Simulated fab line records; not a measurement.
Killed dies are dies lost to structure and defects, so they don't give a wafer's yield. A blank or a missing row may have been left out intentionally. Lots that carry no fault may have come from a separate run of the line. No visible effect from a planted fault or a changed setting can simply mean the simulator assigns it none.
Struck lot and sound lot, side by side ; flow n5Finfet ; 34 steps out of a route of 1938
Sound: the wafers L258.1, L258.3, L258.5. Struck: wafer L279.6 (L279.2, L279.5, from the same lot, were not struck and are left out); the cause is given at the end.
For every step that has rows: the tool of each side, followed by ch and its chambers, followed by its first start. Under that, the readings that differ: sound wafers ; struck wafers ; difference of the means ; sigmas: that difference in standard deviations of wafers without a fault.
alike: readings whose means differ by less than 2 such deviations, and words and numbers that are the same on both sides. not compared: withheld readings, readings that some wafer has no value for, bounds like >300 that may hide the same value, and numbers for which the record gives no deviation and whose values overlap.
A row with sigmas, a row that says differs or no value, or rows on one side alone: a step with any of these is where the two part. Numbers that don't overlap but have no deviation are shown without sigmas and don't part them. Lack of a reading on every wafer of one side parts them only where that side has two or more wafers.

first, 9 steps without rows for these wafers: N5_BEOL_M6_DEVELOP_27 (develop time 30 s); N5_BEOL_M6_DESCUM_33 (chemistry O2, time 7 s); N5_BEOL_M6_ETCH_72 (etches underlayer in N2/H2, target depth 6.5 nm, time 5.2 s); N5_BEOL_M6_ETCH_65 (etches SiARC in CF4, target depth 15.6 nm, time 26 s); N5_BEOL_M6_ETCH_66 (etches SOC in N2/H2, target depth 80 nm, overetch 16 nm, time 120 s); N5_BEOL_M6_STRIP_69 (strips in N2/H2); N5_BEOL_M6_STRIP_73 (strips in N2/H2); N5_BEOL_M6_VIA_ETCH_34 (etches SiCOH lowk in C4F6/O2, target depth 126.3 nm, time 50.9 s); N5_BEOL_M6_STRIP_76 (strips in C4F6/O2).
N5_BEOL_M6_STRIP_36: strips in N2/H2.
  sound on rieDiel-03 ch 0,1,2, day 10 02:16; struck on rieDiel-03 ch 0, day 15 09:56
  alike: drypumpMotorCurrentA, h2FlowSccm, oesProductAu, rfVppV, showerheadPlenumPTorr, throttleValvePct
  not compared: rfHoursCounterH
then, 23 steps without rows for these wafers: N5_BEOL_M6_TRENCH_ETCH_37 (etches SiCOH lowk in C4F6/O2, target depth 94.435 nm, time 31.5 s); N5_BEOL_M6_ETCH_41 (etches SiCN in CH3F/O2, target depth 29.7 nm, time 52 s); N5_BEOL_M6_STRIP_80 (strips in N2/H2, time 10 s); N5_BEOL_M6_HM_STRIP_39 (strips TiN in peroxide tin strip, target depth 25 nm, time 158 s); N5_BEOL_M6_SRD_40 (time 30 s); N5_BEOL_M6_PRECLEAN_42 (cleans in residue remover, time 60 s); N5_BEOL_M6_SRD_43 (time 30 s); N5_BEOL_M6_CURE_75 (cures SiCOH lowk, time 120 s); N5_BEOL_M6_DEGAS_44 (time 60 s); N5_BEOL_M6_PRE_CLEAN_45 (time 30 s); N5_BEOL_M6_ALD_77 (deposits TaN, target thk 2 nm, pulse time 2 s, purge time 3 s); N5_BEOL_M6_SURFACE_TREAT_79; N5_BEOL_M6_CVD_78 (deposits Co from CCTBA/H2, target thk 2 nm, time 142.3 s); N5_BEOL_M6_SPUTTER_48 (material Cu, target thk 10 nm, time 1.667 s); N5_BEOL_M6_ECD_50 (material Cu, target thk 300 nm); N5_BEOL_M6_ANNEAL_51 (time 90 s); N5_BEOL_M6_CMP_52 (polishes, stops on SiCOH lowk, t overpolish 6.9 s, target thk 80 nm); N5_BEOL_M6_PRE_CLEAN_55 (time 15 s); N5_BEOL_M6_DEP_56 (deposits SiCN from 3MS/NH3, target thk 10 nm, time 17.5 s); N5_BEOL_M7_ILD_DEP_00 (deposits SiCOH lowk from DEMS/porogen, target thk 179.75 nm, time 33.4 s); N5_BEOL_M7_CURE_74 (cures SiCOH lowk, time 240 s); N5_BEOL_M7_PECVD_70 (deposits SiO2 from TEOS/O2, target thk 20 nm, time 22.7 s); N5_BEOL_M7_HM_DEP_02 (deposits TiN, target thk 20 nm).
-- the record jumps here: 4 days lie between the struck wafers' starts before and after (it left off in module BEOL_M7 and takes up again in module PASSIVATION, whose first step shown is number 1936 of the route) --
N5_PASSIVATION_PROBE_49:
  record: rows for the struck wafers here (prober-02, day 19 20:38), none for the sound ones

WHERE THEY PART
N5_PASSIVATION_PROBE_49 only, going by this record.

WHY: whatever the simulator had introduced
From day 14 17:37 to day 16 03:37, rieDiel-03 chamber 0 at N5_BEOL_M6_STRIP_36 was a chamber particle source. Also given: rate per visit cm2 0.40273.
